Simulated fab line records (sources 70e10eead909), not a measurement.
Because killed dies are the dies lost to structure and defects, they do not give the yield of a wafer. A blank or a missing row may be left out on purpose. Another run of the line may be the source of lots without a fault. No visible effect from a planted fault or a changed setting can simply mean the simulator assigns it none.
fab line records | flow nandHarc
[record] lots = 24 wafers = 72 lastDay = 25
route steps=1159 shown P_STI@96 P_GATE@146 P_CONTACT@248 P_M0@284 P_M1@298
lots untouched by any fault: they come from a run of this same line in which no faults occurred
startH: hours from the record's opening day to when the first of the lot's shown wafers began | waitH: time in hours since the lot's previous step | " as in the row above | L1.1+2: a row that stands for several wafers | - no value present, or no start provided | * or withheld: withheld | < > ~ a bound
route shown NAME@n: names a module that has steps shown in the file, with the first one's number in the route | usual: mean and standard deviation over wafers with no fault | same: alike in all rows | chamber/n: place in a boat | sites: readings site by site | _std_site: the values' standard deviation | _edge_site: the outer-site mean with the inner-site mean subtracted | radiusMm: how far each site lies from the wafer's centre | mask NAME#n: copy n | behind: the last tool/chamber to shape the wafer | hold: the reason the lot was held/the length of the hold in hours/how it ended | device: the transistor (n, p or np) that didn't switch | end of line: the same wafers' tests at the end of the route | a step given without rows: its recipe and nothing more | killed: not the wafer's yield, but the dies lost to structure and defects at the first sort | map: a wafer's dies, marking killed ones x, the rest . and places with no die _
set.NAME: setting as actually run; set.NAME@STEP: the setting as run at that earlier step | model.NAME: the simulator's own value behind a step, which no gauge read
a sample of lots followed through the steps of the route, with each step as a table and each wafer as a row
services: when a tool's chamber went out of use (startH, in hours from the record's first day, below 0 if earlier), for how many hours, and the reason
[[steps]]
[step NHARC_P_STI_OCD_MEAS_43]
[usual] trenchDepthNm = 301/4 trenchFootCdNm = 158.6/2.5
// columns lot.wafer tool chamber startH waitH trenchDepthNm trenchFootCdNm
L074.3 ocd-02 - 36.89 - 297 157.0
L074.4 " - " " 302 157.1
L074.5 " - " " 299 160.9
L075.1 ocd-02 - 43.06 - 303 157.7
L075.4 " - " " 306 153.6
L075.5 " - " " 301 157.4
L077.1 ocd-01 - 53.41 - 296 158.7
L077.2 " - " " 305 155.8
L077.6 " - " " 299 156.7
L076.2 ocd-02 - 53.56 - 295 157.5
L076.4 " - " " 301 159.3
L076.6 " - " " 295 159.2
L078.3 ocd-02 - 63.30 - 301 159.3
L078.4 " - " " 299 159.5
L078.6 " - " " 307 157.1
L079.1 ocd-01 - 63.47 - 305 161.0
L079.2 " - " " 298 160.9
L079.5 " - " " 303 155.6
L080.3 ocd-02 - 74.17 - 306 151.2
L080.4 " - " " 304 154.5
L080.5 " - " " 302 157.2
L081.4 ocd-02 - 78.13 - 300 158.4
L081.5 " - " " 302 159.7
L081.6 " - " " 297 157.2
L082.1 ocd-02 - 86.66 - 303 158.6
L082.2 " - " " 296 159.8
L082.4 " - " " 300 162.5
L083.2 ocd-02 - 90.14 - 299 155.9
L083.3 " - " " 300 155.9
L083.5 " - " " 295 161.3
L084.1 ocd-01 - 98.00 - 302 163.9
L084.4 " - " " 292 159.1
L084.5 " - " " 300 159.3
L085.1 ocd-01 - 102.19 - 302 161.7
L085.2 " - " " 305 160.1
L085.4 " - " " 303 159.9
L086.1 ocd-01 - 108.16 - 301 157.3
L086.2 " - " " 306 156.3
L086.4 " - " " 306 155.1
L087.2 ocd-01 - 114.31 - 303 157.1
L087.4 " - " " 305 163.4
L087.5 " - " " 301 159.2
L088.2 ocd-01 - 120.22 - 303 161.1
L088.4 " - " " 298 160.5
L088.5 " - " " 304 155.7
L089.1 ocd-02 - 129.52 - 302 161.8
L089.3 " - " " 303 159.1
L089.4 " - " " 302 158.2
L090.1 ocd-01 - 129.67 - 308 157.5
L090.3 " - " " 298 161.7
L090.6 " - " " 308 158.1
L091.2 ocd-01 - 139.14 - 301 160.6
L091.3 " - " " 302 155.8
L091.4 " - " " 306 155.8
L092.3 ocd-01 - 144.48 - 304 158.3
L092.4 " - " " 303 160.4
L092.6 " - " " 303 161.9
L093.1 ocd-01 - 150.40 - 301 156.0
L093.3 " - " " 301 155.4
L093.6 " - " " 304 155.0
L094.2 ocd-01 - 156.26 - 298 160.5
L094.3 " - " " 296 160.9
L094.4 " - " " 303 158.6
L095.1 ocd-01 - 163.30 - 303 158.6
L095.2 " - " " 297 158.5
L095.4 " - " " 298 163.0
L096.1 ocd-01 - 169.67 - 293 158.1
L096.3 " - " " 302 154.5
L096.5 " - " " 293 160.1
L097.1 ocd-01 - 175.42 - 297 156.8
L097.4 " - " " 296 157.5
L097.6 " - " " 303 160.2
[step NHARC_P_GATE_HM_OPEN_105]
[recipe] targetDepthA = 3600 o2FlowSccm = 400 cosFlowSccm = 20 arFlowSccm = 0 rfW = 500 biasW = 300 chemistry = O2/COS
[usual] chamberPressureMTorr = 20.002/0.019 drypumpMotorCurrentA = 5.4/0.4 oesProductAu = 1.002/0.01 rfVppV = 467.0/2.1 showerheadPlenumPTorr = 3.11/0.092 throttleValvePct = 28.330/0.0094
// columns lot.wafer tool chamber startH waitH chamberPressureMTorr drypumpMotorCurrentA oesProductAu rfHoursCounterH rfVppV showerheadPlenumPTorr throttleValvePct
L074.3 rieDiel-04 3 - - 20.047 5.2 1.004 51 464.3 3.02 28.330
L074.4 " 1 " " 20.042 5.0 0.992 59 467.3 3.16 28.320
L074.5 " 3 " " 19.997 5.2 1.007 - 465.4 3.02 28.333
L075.4 rieDiel-02 1 - - 19.995 5.5 1.009 36 469.9 3.21 28.331
L075.1 " 0 " " 19.995 6.0 1.011 38 467.0 3.11 28.330
L075.5 " 1 " " 20.006 5.5 0.999 - 469.4 3.21 28.333
L076.2 rieDiel-04 2 - - 20.039 5.8 1.014 58 467.0 3.12 28.322
L076.4 " 3 " " 19.988 5.3 1.012 57 465.7 3.01 28.333
L076.6 " 1 " " 19.964 4.9 0.986 - 468.2 3.16 28.317
L077.1 rieDiel-12 1 - - 19.988 4.7 0.981 10 470.3 3.29 28.319
L077.2 " 0 " " 19.996 5.5 0.995 10 467.1 3.13 28.318
L077.6 " 1 " " 19.983 4.7 0.984 - 471.2 3.29 28.357
L079.1 rieDiel-12 2 - - 19.984 5.2 1.006 12 467.4 3.08 28.324
L079.2 " 0 " " 20.017 5.5 0.993 12 466.9 3.13 28.334
L079.5 " 1 " " 20.023 4.7 0.986 - 469.4 3.29 28.326
L078.4 rieDiel-02 3 - - 19.990 5.4 0.990 45 468.0 3.16 28.346
L078.3 " 0 " " 19.983 6.0 1.009 47 465.8 3.11 28.314
L078.6 " 3 " " 20.006 5.4 0.994 - 468.6 3.16 28.331
L080.4 rieDiel-02 3 - - 20.018 5.4 0.990 47 468.9 3.16 28.332
L080.3 " 2 " " 19.991 5.2 1.006 45 462.4 2.93 28.322
L080.5 " 3 " " 20.017 5.4 0.984 - 467.8 3.16 28.341
L081.4 rieDiel-04 3 - - 20.027 5.3 1.015 1 464.1 3.01 28.322
L081.6 " 1 " " 20.006 5.0 1.004 - 469.1 3.15 28.338
L081.5 " 2 " " 20.028 5.9 1.003 - 466.4 3.12 28.334
L082.4 rieDiel-04 1 - - 19.985 4.9 1.004 4 467.9 3.15 28.324
L082.2 " 2 " " 19.972 5.9 1.009 5 466.3 3.12 28.320
L082.1 " 3 " " 19.988 5.2 1.015 4 463.3 3.01 28.318
L083.3 rieDiel-12 1 - - 19.954 4.7 0.986 18 469.7 3.29 28.341
L083.2 " 3 " " 19.987 6.2 1.004 16 464.3 3.01 28.338
L083.5 " 1 " " 19.990 4.7 0.990 - 469.4 3.29 28.320
L084.4 rieDiel-02 2 - - 19.995 5.2 1.017 57 462.0 2.92 28.333
L084.1 " 3 " " 20.003 5.4 0.997 59 467.9 3.15 28.330
L084.5 " 3 " " 19.986 5.4 0.980 - 467.0 3.15 28.337
L085.1 rieDiel-04 1 - - 19.998 4.9 1.004 13 467.7 3.15 28.316
L085.4 " 2 " " 19.985 5.9 1.000 12 466.8 3.11 28.342
L085.2 " 3 " " 20.012 5.3 1.005 8 465.0 3.01 28.336
L086.4 rieDiel-02 3 - - 19.995 5.4 1.000 1 468.1 3.15 28.318
L086.1 " 0 " " 19.996 6.0 1.011 1 466.9 3.10 28.331
L086.2 " 1 " " 19.997 5.5 1.010 1 468.5 3.19 28.322
L087.2 rieDiel-04 0 - - 20.001 5.6 0.982 17 467.7 3.13 28.337
L087.4 " 1 " " 20.004 5.0 1.008 19 466.7 3.15 28.317
L087.5 " 0 " " 19.974 5.6 0.992 - 468.6 3.13 28.319
L088.4 rieDiel-02 0 - - 19.974 6.0 1.016 4 467.5 3.10 28.321
L088.2 " 2 " " 19.997 5.2 1.004 4 461.3 2.92 28.348
L088.5 " 1 " " 20.025 5.5 1.015 - 466.7 3.19 28.322
L089.3 rieDiel-04 1 - - 20.006 4.9 1.012 24 468.5 3.14 28.314
L089.1 " 2 " " 20.015 5.9 1.012 22 465.0 3.11 28.330
L089.4 " 3 " " 19.988 5.3 1.016 17 464.1 3.01 28.323
L090.1 rieDiel-12 1 - - 20.032 4.7 0.981 26 470.9 3.28 28.342
L090.3 " 0 " " 20.008 5.5 0.995 26 468.1 3.12 28.330
L090.6 " 1 " " 19.990 4.7 0.989 - 469.9 3.28 28.338
L091.3 rieDiel-02 3 - - 20.032 5.4 0.996 10 467.9 3.14 28.327
L091.2 " 0 " " 20.003 5.9 1.002 10 468.1 3.10 28.332
L091.4 " 1 " " 20.033 5.5 1.021 10 469.5 3.19 28.329
L092.3 rieDiel-12 1 - - 20.009 4.7 0.988 28 469.4 3.28 28.337
L092.4 " 3 " " 19.999 6.2 0.994 28 463.4 3.00 28.348
L092.6 " 2 " " 20.034 5.2 1.005 - 467.7 3.07 28.327
L093.1 rieDiel-04 0 - - 20.048 5.6 0.979 30 468.5 3.13 28.329
L093.3 " 2 " " 20.026 5.9 1.003 31 466.0 3.10 28.346
L093.6 " 0 " " 20.018 5.6 0.984 - 467.4 3.13 28.327
L094.3 rieDiel-02 0 - - 19.972 6.0 1.004 14 468.0 3.09 28.338
L094.2 " 1 " " 19.997 5.5 1.019 14 468.0 3.19 28.327
L094.4 " 2 " " 20.036 5.2 1.004 16 463.3 2.92 28.333
L095.4 rieDiel-12 0 - - 20.005 5.5 1.006 2 466.9 3.12 28.336
L095.1 " 2 " " 19.984 5.2 1.012 2 464.6 3.07 28.348
L095.2 " 3 " " 20.023 6.2 0.985 2 464.3 3.00 28.331
L097.1 rieDiel-04 1 - - 20.013 4.9 1.006 40 468.9 3.14 28.324
L097.4 " 0 " " 20.006 5.6 0.994 36 466.8 3.13 28.327
L097.6 " 2 " " 20.002 5.8 1.007 - 466.1 3.10 28.305
L096.1 rieDiel-12 2 - - 19.986 5.2 1.022 3 466.9 3.07 28.337
L096.3 " 3 " " 20.027 6.2 1.011 3 464.7 3.00 28.341
L096.5 " 0 " " 20.034 5.5 1.010 - 466.9 3.12 28.329
[step NHARC_P_GATE_ALD_36]
[recipe] targetThkA = 200 pulseTimeS = 60 aldCycles = 223 tempC = 400 material = SiNx
[usual] heaterPowerOuterW = 484/29 heaterPowerW = 796/61 precursorPulseHeightRel = 1.000/0.02
[same] aldCycles = 223
// columns lot.wafer tool chamber startH waitH heaterPowerOuterW heaterPowerW precursorPulseHeightRel sinceWetCleanH
L074.4 aldSin-04 2 85.78 - 456 717 0.994 70
L074.3 " 0 87.94 - 466 790 1.010 72
L074.5 " 2 90.09 - 439 721 0.996 -
L075.1 aldSin-03 3 95.08 - 535 903 0.978 163
L075.4 " 2 98.19 - 465 752 0.972 166
L075.5 " 0 100.27 - 457 829 0.986 -
L076.4 aldSin-04 1 102.96 - 474 787 1.032 87
L076.2 " 0 106.09 - 463 766 0.958 90
L076.6 " 2 108.18 - 452 695 0.988 -
L077.1 aldSin-02 1 104.70 - 493 724 1.021 40
L077.2 " 2 105.77 - 516 874 0.987 41
L077.6 " 1 108.97 - 506 720 1.015 -
L079.1 aldSin-03 0 116.09 - 447 801 0.986 6
L079.2 " 3 119.22 - 530 935 0.960 9
L079.5 " 1 121.30 - 490 816 1.010 -
L078.4 aldSin-04 3 117.81 - 495 734 1.002 102
L078.3 " 1 119.91 - 479 762 0.979 104
L078.6 " 2 120.97 - 441 723 1.042 -
L081.4 aldSin-03 1 127.74 - 488 806 1.020 18
L081.5 " 1 131.95 - 480 810 0.974 -
L081.6 " 2 133.01 - 459 787 1.039 -
L080.4 aldSin-02 1 128.06 - 492 733 0.996 63
L080.3 " 2 129.10 - 509 867 0.996 64
L080.5 " 0 131.19 - 451 779 1.020 -
L082.4 aldSin-04 2 138.51 - 458 720 0.961 123
L082.1 " 0 140.62 - 470 773 0.997 125
L082.2 " 1 141.67 - 483 774 0.994 126
L083.2 aldSin-02 3 139.30 - 541 849 0.982 74
L083.3 " 0 140.35 - 451 798 1.003 75
L083.5 " 3 143.48 - 514 836 1.022 -
L085.2 aldSin-03 0 151.84 - 450 766 0.989 42
L085.1 " 1 152.90 - 487 795 1.015 43
L085.4 " 2 153.96 - 456 757 0.988 44
L084.1 aldSin-04 3 152.02 - 503 750 1.030 136
L084.4 " 0 153.08 - 471 756 0.964 137
L084.5 " 3 156.25 - 497 758 0.986 -
L086.2 aldSin-02 2 168.27 - 514 896 1.009 103
L086.4 " 0 170.40 - 459 789 0.978 105
L086.1 " 1 171.46 - 497 720 0.988 107
L087.4 aldSin-03 0 169.01 - 447 803 1.002 59
L087.2 " 1 170.07 - 488 815 1.010 60
L087.5 " 1 174.30 - 490 799 0.962 -
L088.4 aldSin-04 2 175.60 - 456 728 0.996 160
L088.2 " 3 176.65 - 481 744 1.016 161
L088.5 " 2 179.79 - 451 719 1.005 -
L089.1 aldSin-02 3 179.04 - 536 847 0.995 114
L089.3 " 1 181.17 - 486 738 1.036 116
L089.4 " 2 182.23 - 514 886 0.956 117
L090.1 aldSin-03 3 179.77 - 529 914 0.990 70
L090.3 " 1 181.86 - 497 798 1.032 72
L090.6 " 3 183.94 - 523 949 0.991 -
L091.4 aldSin-02 2 191.96 - 506 891 1.027 127
L091.3 " 0 194.09 - 447 801 0.977 129
L091.2 " 1 195.15 - 498 735 1.010 130
L092.4 aldSin-03 3 193.82 - 537 916 1.039 84
L092.3 " 0 194.90 - 453 796 0.969 85
L092.6 " 2 197.05 - 474 737 0.997 -
L094.3 aldSin-02 2 204.76 - 503 881 1.026 140
L094.4 " 0 206.87 - 458 781 0.982 142
L094.2 " 1 207.92 - 506 744 1.006 143
L093.3 aldSin-04 2 205.67 - 431 698 0.993 12
L093.1 " 3 206.74 - 497 743 1.002 13
L093.6 " 1 208.89 - 484 777 0.957 -
L095.4 aldSin-03 2 217.34 - 466 763 1.014 107
L095.1 " 3 218.40 - 541 936 1.013 108
L095.2 " 0 219.45 - 449 796 1.004 110
L096.1 aldSin-04 2 225.52 - 425 689 1.002 32
L096.3 " 3 226.57 - 485 747 1.027 33
L096.5 " 1 228.68 - 481 771 1.020 -
L097.1 aldSin-02 2 225.59 - 513 901 0.997 161
L097.4 " 0 227.69 - 457 788 0.994 163
L097.6 " 1 228.74 - 495 725 1.041 -
[step NHARC_P_CONTACT_CVD_23]
[recipe] targetThkA = 2000 tempC = 300 pressureTorr = 40 wf6FlowSccm = 40 h2FlowSccm = 1600 arFlowSccm = 1560 timeS = 557 material = W
[usual] heaterPowerOuterW = 275/8.4 heaterPowerW = 492/11 throttleValvePct = 7.95/0.24
// columns lot.wafer tool chamber startH waitH heaterPowerOuterW heaterPowerW sinceWetCleanH throttleValvePct
L074.4 cvdW-02 0 - - 274 486 - 7.79
L074.3 " 1 " " 268 485 - 7.85
L074.5 " 1 " " 276 495 - 7.86
L075.1 cvdW-02 1 - - 270 492 101 7.87
L075.4 " 1 " " 271 485 - 8.21
L075.5 " 0 " " 275 491 - 7.89
L076.2 cvdW-02 1 - - 272 477 102 8.31
L076.4 " 0 " " 270 493 - 7.74
L076.6 " 0 " " 266 495 - 7.99
L077.1 cvdW-01 1 - - 287 503 3 7.50
L077.2 " 0 " " 274 494 3 8.02
L077.6 " 0 " " 267 483 - 8.13
L079.1 cvdW-01 0 - - 270 485 14 8.09
L079.2 " 1 " " 293 503 14 7.60
L079.5 " 0 " " 268 486 - 8.11
L078.3 cvdW-01 0 - - 271 484 - 8.11
L078.4 " 1 " " 281 502 - 7.60
L078.6 " 0 " " 270 488 - 8.09
L080.3 cvdW-02 0 - - 274 493 - 8.00
L080.4 " 1 " " 272 494 - 8.16
L080.5 " 1 " " 273 480 - 8.05
L081.4 cvdW-02 0 - - 280 507 - 7.67
L081.5 " 1 " " 275 479 - 8.08
L081.6 " 0 " " 280 492 - 7.98
L082.1 cvdW-02 1 - - 267 493 135 7.95
L082.2 " 0 " " 270 489 135 7.85
L082.4 " 1 " " 275 493 - 7.98
L083.2 cvdW-02 0 - - 280 490 136 7.72
L083.3 " 1 " " 280 491 - 8.16
L083.5 " 0 " " 270 509 - 8.00
L084.1 cvdW-02 1 - - 268 479 151 8.19
L084.4 " 0 " " 274 485 - 7.88
L084.5 " 0 " " 276 498 - 7.83
L085.2 cvdW-01 0 - - 271 483 52 7.87
L085.1 " 1 " " 282 503 52 7.66
L085.4 " 1 " " 284 502 - 7.97
L086.1 cvdW-01 1 - - 279 487 66 7.71
L086.2 " 0 " " 272 476 66 8.05
L086.4 " 0 " " 261 490 - 8.24
L087.2 cvdW-02 1 - - 278 484 165 8.30
L087.4 " 0 " " 273 493 - 7.85
L087.5 " 0 " " 268 498 - 8.14
L088.2 cvdW-01 1 - - 294 509 72 7.77
L088.4 " 0 " " 264 491 - 8.44
L088.5 " 1 " " 285 505 - 7.66
L089.1 cvdW-01 0 - - 268 499 76 7.92
L089.3 " 0 " " 268 478 - 8.28
L089.4 " 1 " " 283 510 - 7.54
L090.1 cvdW-01 1 - - 285 500 77 7.78
L090.3 " 0 " " 267 487 - 8.33
L090.6 " 0 " " 265 493 - 8.19
L091.2 cvdW-01 0 - - 267 486 86 8.21
L091.3 " 0 " " 267 476 - 8.12
L091.4 " 1 " " 282 496 - 7.89
L092.4 cvdW-01 0 - - 270 484 - 8.15
L092.3 " 1 " " 288 504 - 7.81
L092.6 " 0 " " 259 483 - 8.41
L093.1 cvdW-01 0 - - 265 486 98 8.10
L093.3 " 0 " " 272 485 - 8.17
L093.6 " 1 " " 288 494 - 7.78
L094.2 cvdW-01 1 - - 283 499 99 8.03
L094.4 " 0 " " 276 494 - 7.78
L094.3 " 1 " " 290 504 - 7.95
L095.2 cvdW-02 1 - - 289 516 26 7.98
L095.1 " 0 " " 258 467 26 7.80
L095.4 " 0 " " 258 475 - 7.96
L097.1 cvdW-02 1 - - 291 516 35 7.82
L097.4 " 0 " " 266 472 - 8.03
L097.6 " 0 " " 263 477 - 7.57
L096.1 cvdW-01 1 - - 291 492 124 8.11
L096.3 " 1 " " 289 498 - 7.80
L096.5 " 1 " " 276 505 - 7.79
[step NHARC_P_M0_DEP_32]
[recipe] targetThkA = 300 tempC = 370 targetThkNm = 30 pressureTorr = 3 flowSccm = 200 rfW = 450 material = SiCN
[usual] heaterPowerOuterW = 318/43 heaterPowerW = 565/68
// columns lot.wafer tool chamber startH waitH heaterPowerOuterW heaterPowerW sinceWetCleanH
L074.3 pecvd-01 0 122.49 0.1 370 605 53
L074.4 " 1 " " 361 618 -
L074.5 " 2 " " 276 496 -
L075.1 pecvd-03 2 133.15 0.1 278 501 9
L075.4 " 0 " " 294 510 -
L075.5 " 1 " " 309 552 -
L076.2 pecvd-04 2 134.66 0.1 366 674 107
L076.4 " 2 " " 376 665 -
L076.6 " 0 " " 330 604 -
L077.2 pecvd-01 1 134.86 0.1 320 573 66
L077.1 " 2 " " 238 424 66
L077.6 " 1 " " 319 577 -
L079.2 pecvd-04 0 145.61 0.1 367 667 118
L079.1 " 1 " " 350 621 118
L079.5 " 1 " " 347 613 -
L078.3 pecvd-04 1 146.62 0.1 284 522 119
L078.6 " 1 " " 289 547 -
L078.4 " 0 " " 367 651 -
L080.3 pecvd-04 1 153.04 0.1 324 592 126
L080.5 " 0 " " 403 707 -
L080.4 " 2 " " 373 665 -
L081.5 pecvd-01 0 153.74 0.2 355 572 -
L081.4 " 1 " " 358 624 -
L081.6 " 2 " " 308 547 -
L082.1 pecvd-01 2 167.15 0.1 250 461 98
L082.2 " 1 " " 322 574 98
L082.4 " 2 " " 253 474 -
L083.3 pecvd-03 2 167.73 0.1 218 416 44
L083.2 " 0 " " 258 465 44
L083.5 " 0 " " 252 454 -
L084.1 pecvd-04 1 182.89 0.1 356 633 156
L084.4 " 1 " " 353 649 -
L084.5 " 2 " " 319 581 -
L085.1 pecvd-04 2 183.97 0.1 355 596 157
L085.2 " 0 " " 377 655 157
L085.4 " 1 " " 268 526 -
L086.2 pecvd-03 1 197.00 0.1 331 576 73
L086.1 " 0 " " 239 447 73
L086.4 " 0 " " 245 443 -
L087.2 pecvd-03 1 197.91 0.1 296 557 74
L087.4 " 1 " " 304 552 -
L087.5 " 2 " " 268 484 -
L088.2 pecvd-01 2 203.14 0.1 261 461 134
L088.4 " 1 " " 337 620 -
L088.5 " 2 " " 259 468 -
L089.1 pecvd-03 2 208.07 0.1 287 499 84
L089.3 " 1 " " 298 563 84
L089.4 " 1 " " 302 537 -
L090.1 pecvd-01 2 208.15 0.1 275 490 139
L090.3 " 0 " " 348 562 139
L090.6 " 2 " " 282 503 -
L091.3 pecvd-03 2 217.70 0.1 283 513 94
L091.2 " 1 " " 282 527 94
L091.4 " 0 " " 268 474 -
L092.3 pecvd-04 2 218.57 0.1 374 648 10
L092.6 " 0 " " 318 600 -
L092.4 " 1 " " 357 623 -
L093.3 pecvd-01 0 229.06 0.1 347 573 160
L093.1 " 2 " " 244 466 160
L093.6 " 1 " " 313 563 -
L094.3 pecvd-04 2 230.70 0.1 380 651 22
L094.2 " 0 " " 327 611 22
L094.4 " 0 " " 328 618 -
L095.1 pecvd-04 0 242.40 0.1 402 707 34
L095.2 " 1 " " 342 597 34
L095.4 " 2 " " 349 619 -
L097.1 pecvd-03 2 251.18 0.1 278 501 127
L097.6 " 0 " " 267 475 -
L097.4 " 2 " " 278 499 -
L096.1 pecvd-01 1 255.83 0.1 350 623 6
L096.3 " 1 " " 367 614 -
L096.5 " 2 " " 313 555 -
[step NHARC_P_M1_DESCUM_14]
[recipe] timeS = 3 o2FlowSccm = 200 arFlowSccm = 0 biasPowerW = 0 chemistry = O2
[usual] chamberPressureMTorr = 60.00/0.059 drypumpMotorCurrentA = 5.9/0.52 oesProductAu = 0.997/0.011 rfVppV = 57.9/0.86 showerheadPlenumPTorr = 1.93/0.086 throttleValvePct = 11.311/0.0095
// columns lot.wafer tool chamber startH waitH chamberPressureMTorr drypumpMotorCurrentA oesProductAu rfHoursCounterH rfVppV showerheadPlenumPTorr throttleValvePct
L074.4 rieDiel-11 2 123.71 0.1 60.05 5.9 0.991 2 58.5 1.83 11.316
L074.3 " 0 " " 59.97 6.6 1.004 2 58.9 2.01 11.306
L074.5 " 2 " " 60.00 5.9 0.985 - 58.2 1.83 11.304
L075.1 rieDiel-08 2 134.51 0.1 60.05 6.3 0.997 0 57.7 1.94 11.303
L075.4 " 3 " " 60.05 6.3 1.019 0 58.9 2.03 11.314
L075.5 " 2 " " 60.04 6.3 0.993 - 58.6 1.94 11.313
L076.4 rieDiel-11 1 135.91 0.1 59.92 6.0 0.993 3 58.4 1.88 11.317
L076.2 " 3 " " 60.10 6.2 0.995 3 56.2 1.83 11.299
L076.6 " 0 " " 59.94 6.6 1.009 - 59.1 2.01 11.326
L077.1 rieDiel-11 2 136.27 0.1 60.14 5.9 0.987 2 57.5 1.83 11.320
L077.2 " 3 " " 59.96 6.3 0.994 3 56.5 1.83 11.311
L077.6 " 0 " " 60.03 6.6 0.994 - 56.8 2.01 11.307
L079.1 rieDiel-03 3 146.98 0.1 59.98 4.8 0.985 8 57.1 1.86 11.318
L079.2 " 2 " " 60.01 5.3 0.972 8 57.5 1.78 11.311
L079.5 " 0 " " 59.98 5.2 0.990 - 58.8 1.91 11.311
L078.3 rieDiel-11 3 148.05 0.1 60.03 6.3 1.000 3 57.4 1.83 11.306
L078.4 " 0 " " 59.88 6.6 1.008 3 58.6 2.01 11.316
L078.6 " 0 " " 59.96 6.6 0.995 - 57.9 2.01 11.309
L080.4 rieDiel-08 1 154.30 0.1 59.96 6.3 0.993 2 58.2 2.04 11.296
L080.3 " 2 " " 59.94 6.3 0.999 2 58.3 1.93 11.332
L080.5 " 0 " " 59.95 6.1 1.014 - 58.8 1.98 11.295
L081.4 rieDiel-08 2 155.04 0.1 60.00 6.3 0.991 2 58.3 1.93 11.295
L081.5 " 2 " " 59.90 6.3 0.980 - 57.6 1.93 11.312
L081.6 " 3 " " 60.05 6.3 1.014 - 58.0 2.03 11.317
L082.1 rieDiel-03 3 168.58 0.1 59.98 4.8 0.991 9 57.9 1.86 11.300
L082.2 " 0 " " 59.96 5.2 0.988 8 58.2 1.91 11.317
L082.4 " 1 " " 60.04 5.9 0.994 9 59.0 2.02 11.309
L083.2 rieDiel-03 2 169.18 0.1 59.98 5.3 0.988 9 56.7 1.78 11.315
L083.3 " 3 " " 60.00 4.8 0.975 9 57.5 1.85 11.294
L083.5 " 2 " " 59.91 5.3 0.985 - 58.2 1.78 11.306
L084.1 rieDiel-03 1 184.35 0.1 60.00 5.8 0.997 10 58.8 2.02 11.287
L084.4 " 2 " " 60.06 5.4 0.986 10 57.3 1.78 11.333
L084.5 " 3 " " 60.06 4.8 0.977 - 58.0 1.85 11.307
L085.4 rieDiel-03 2 185.34 0.1 60.01 5.4 0.998 10 56.5 1.78 11.294
L085.1 " 0 " " 60.07 5.2 0.998 9 57.1 1.91 11.303
L085.2 " 1 " " 60.06 5.8 0.998 10 57.1 2.02 11.310
L086.2 rieDiel-03 3 198.30 0.1 60.03 4.8 0.982 11 57.5 1.85 11.316
L086.4 " 0 " " 59.92 5.2 0.994 10 57.5 1.91 11.314
L086.1 " 1 " " 60.03 5.9 1.000 11 58.3 2.02 11.327
L087.4 rieDiel-11 1 199.35 0.1 60.04 6.0 1.000 0 56.4 1.88 11.308
L087.2 " 3 " " 60.00 6.3 1.014 0 55.2 1.83 11.328
L087.5 " 1 " " 60.03 6.0 1.003 - 58.2 1.87 11.315
L088.4 rieDiel-08 3 204.98 0.1 60.09 6.3 1.011 5 58.8 2.03 11.301
L088.2 " 1 " " 60.05 6.3 0.994 6 57.3 2.04 11.324
L088.5 " 3 " " 60.12 6.3 1.006 - 58.0 2.03 11.325
L089.1 rieDiel-03 0 209.48 0.1 59.97 5.2 0.993 11 58.0 1.91 11.307
L089.4 " 2 " " 59.96 5.4 0.991 12 58.6 1.78 11.307
L089.3 " 3 " " 60.11 4.8 0.983 12 58.7 1.85 11.297
L090.1 rieDiel-08 2 209.76 0.1 59.85 6.3 0.989 7 57.9 1.93 11.316
L090.3 " 1 " " 59.97 6.3 0.991 7 57.3 2.04 11.309
L090.6 " 3 " " 60.00 6.3 1.017 - 58.3 2.03 11.313
L091.3 rieDiel-08 2 219.01 0.1 60.03 6.3 0.991 7 59.5 1.93 11.309
L091.4 " 3 " " 60.00 6.3 1.014 6 58.6 2.03 11.313
L091.2 " 1 " " 59.97 6.3 0.996 7 57.0 2.04 11.319
L092.4 rieDiel-08 1 219.94 0.1 59.98 6.3 0.981 7 59.3 2.04 11.304
L092.3 " 2 " " 59.97 6.3 0.986 8 58.7 1.93 11.306
L092.6 " 3 " " 60.06 6.3 1.011 - 58.4 2.03 11.315
L093.3 rieDiel-08 3 230.52 0.1 59.99 6.3 1.015 7 58.6 2.03 11.319
L093.1 " 0 " " 60.00 6.1 0.995 7 58.0 1.98 11.309
L093.6 " 3 " " 60.01 6.3 1.011 - 58.8 2.03 11.306
L094.3 rieDiel-08 1 232.12 0.1 59.92 6.3 0.991 8 58.7 2.04 11.307
L094.4 " 3 " " 59.95 6.3 1.026 8 57.8 2.03 11.306
L094.2 " 0 " " 59.94 6.1 1.003 7 58.5 1.98 11.315
L095.1 rieDiel-11 3 243.81 0.1 60.02 6.3 1.012 1 58.7 1.83 11.332
L095.2 " 2 " " 59.99 5.9 0.991 1 57.5 1.83 11.326
L095.4 " 1 " " 60.04 6.0 1.004 - 57.9 1.87 11.313
L097.1 rieDiel-11 2 252.57 0.1 60.08 5.9 0.993 1 57.1 1.83 11.310
L097.4 " 3 " " 60.07 6.2 0.998 1 57.3 1.83 11.299
L097.6 " 1 " " 59.88 6.0 0.991 - 58.9 1.87 11.320
L096.3 rieDiel-03 3 257.35 0.1 59.99 4.8 0.987 3 57.5 1.85 11.293
L096.1 " 0 " " 60.00 5.2 1.005 3 58.1 1.91 11.302
L096.5 " 1 " " 60.03 5.8 0.995 - 58.6 2.02 11.339
[[services]]
// columns tool chamber startH hours kind
rieDiel-02 - 79.84 0.6 repair
cvdW-02 1 97.99 15.7 repair
rieDiel-08 0 103.97 10.8 repair
rieDiel-03 0 106.68 6.1 repair
rieDiel-04 - 111.91 9.0 pm
cvdW-01 - 113.76 13.0 pm
rieDiel-08 1 114.59 3.7 repair
rieDiel-03 0 122.87 18.3 repair
aldSin-02 1 123.72 1.5 repair
rieDiel-08 - 124.80 9.0 pm
aldSin-03 3 138.07 8.2 repair
rieDiel-08 0 144.74 4.9 repair
rieDiel-04 3 146.38 3.5 repair
rieDiel-03 1 150.07 4.3 repair
rieDiel-02 - 151.53 9.0 pm
aldSin-04 - 186.00 10.0 pm
pecvd-04 - 195.33 13.0 pm
pecvd-01 0 197.05 7.9 repair
cvdW-02 - 198.10 13.0 pm
rieDiel-03 - 215.62 9.0 pm
cvdW-02 - 226.79 0.7 repair
rieDiel-02 3 229.59 5.3 repair
aldSin-02 - 235.02 10.0 pm
pecvd-01 - 237.19 13.0 pm
[[key]]
fault none
